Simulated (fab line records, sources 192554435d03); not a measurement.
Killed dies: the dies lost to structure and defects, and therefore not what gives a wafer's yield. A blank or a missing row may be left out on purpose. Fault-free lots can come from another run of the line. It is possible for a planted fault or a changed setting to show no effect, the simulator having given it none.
Problem report, 8D (eight disciplines) form, completed by code :: flow n5Finfet :: the parts of the form that need people (team, actions taken, sign-off) are left out

== 1. THE ISSUE ==
Mean of runLengthS at N5_BEOL_M1_VIA_ETCH_34: 70.7 s across 3 wafers in 2 lots; on wafers with no fault it is 87.4 s (standard deviation 0.45). That is -37 standard deviations from the usual mean.
The step: etches the open film in C4F6/O2, target depth 67.8 nm, time 64.4 s.
Seen first at day 10 09:40 on rieDiel-04, wafer L854.3. At this step, 16 wafers from 6 lots have a number in the record. Rule for "out", or "out of limits": more than 4 standard deviations from the usual mean. Any other wafer with a number is counted as sound.

== 2. WHAT IT IS AND WHAT IT IS NOT ==
question: which readings at this step
is: runLengthS
is not: drypumpMotorCurrentA, oesProductAu, showerheadPlenumPTorr, throttleValvePct

question: which lots
is: L854, L855
is not: L838, L843, L858, L860

question: which wafers of those lots
is: L854.3, L855.1, L855.3
is not: L854.6

question: read on which tools
is: rieDiel-04
is not: rieDiel-02

question: when
is: from day 10 09:40
is not: up to then (7 sound wafers); but 6 sound wafers of L858, L860 came after

== 3. WHAT RULES OUT EACH SUSPECT ==
Counting: any tool at a process step up to the reading remains a suspect provided it ran every lot that is out. Sound lots after the first of them don't rule it out here, since some wafers of a struck lot are sound.
- rieDiel-04 at N5_BEOL_M1_ETCHBACK_99 (etches SiO2 in CHF3, target depth 5 nm, time 10.4 s): kept. It processed each lot that is out (first: L854, day 10 09:32); up to then, its last sound lot is L838 (day 8 00:22).
- rieDiel-04 at N5_BEOL_M1_ETCH_70 (etches SOC in N2/H2, target depth 80 nm, overetch 16 nm, time 120 s): kept. It processed each lot that is out (first: L854, day 10 09:34); up to then, its last sound lot is L838 (day 8 00:24).
- rieDiel-04 at N5_BEOL_M1_VIA_ETCH_34 (etches the open film in C4F6/O2, target depth 67.8 nm, time 64.4 s): kept. It processed each lot that is out (first: L854, day 10 09:40); up to then, its last sound lot is L838 (day 8 00:30). Out on those wafers are its own readings of runLengthS.
Left after counting: rieDiel-04 at N5_BEOL_M1_ETCHBACK_99, rieDiel-04 at N5_BEOL_M1_ETCH_70, rieDiel-04 at N5_BEOL_M1_VIA_ETCH_34.

== 4. THE CAUSE (what the simulator had put in) ==
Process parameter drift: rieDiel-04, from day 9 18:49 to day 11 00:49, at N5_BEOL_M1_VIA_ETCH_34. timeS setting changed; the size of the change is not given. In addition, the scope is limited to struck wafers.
This tool is one of the 3 suspects left after counting.

== 5. THE CHAIN OF EFFECTS, in route order ==
Each row: a reading where the mean over the struck wafers with a number is more than 3 standard deviations away from the usual. Scope: only readings with a usual standard deviation given in the record; hours: median across lots of the time from each lot's start at the first step in this table that gives one to its start at this step; sigmas: change in usual standard deviations.
hours: 0
step: N5_BEOL_M1_VIA_ETCH_34
reading: runLengthS
usual: 87.4 s
on struck wafers: 70.7
change: -16.7
sigmas: -37
Process steps it contains:
- N5_BEOL_M1_VIA_ETCH_34: etches the open film in C4F6/O2, target depth 67.8 nm, time 64.4 s.
At these later measuring or inspecting steps, every struck wafer for which the step has a row has a number for every such reading, and none has moved that far: N5_BEOL_M4_RC_MEAS_101.

== 6. HOW IT WOULD HAVE BEEN CAUGHT EARLIER ==
First out-of-limits reading in this record: day 10 09:40, which is 15 hours after fault onset at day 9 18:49.
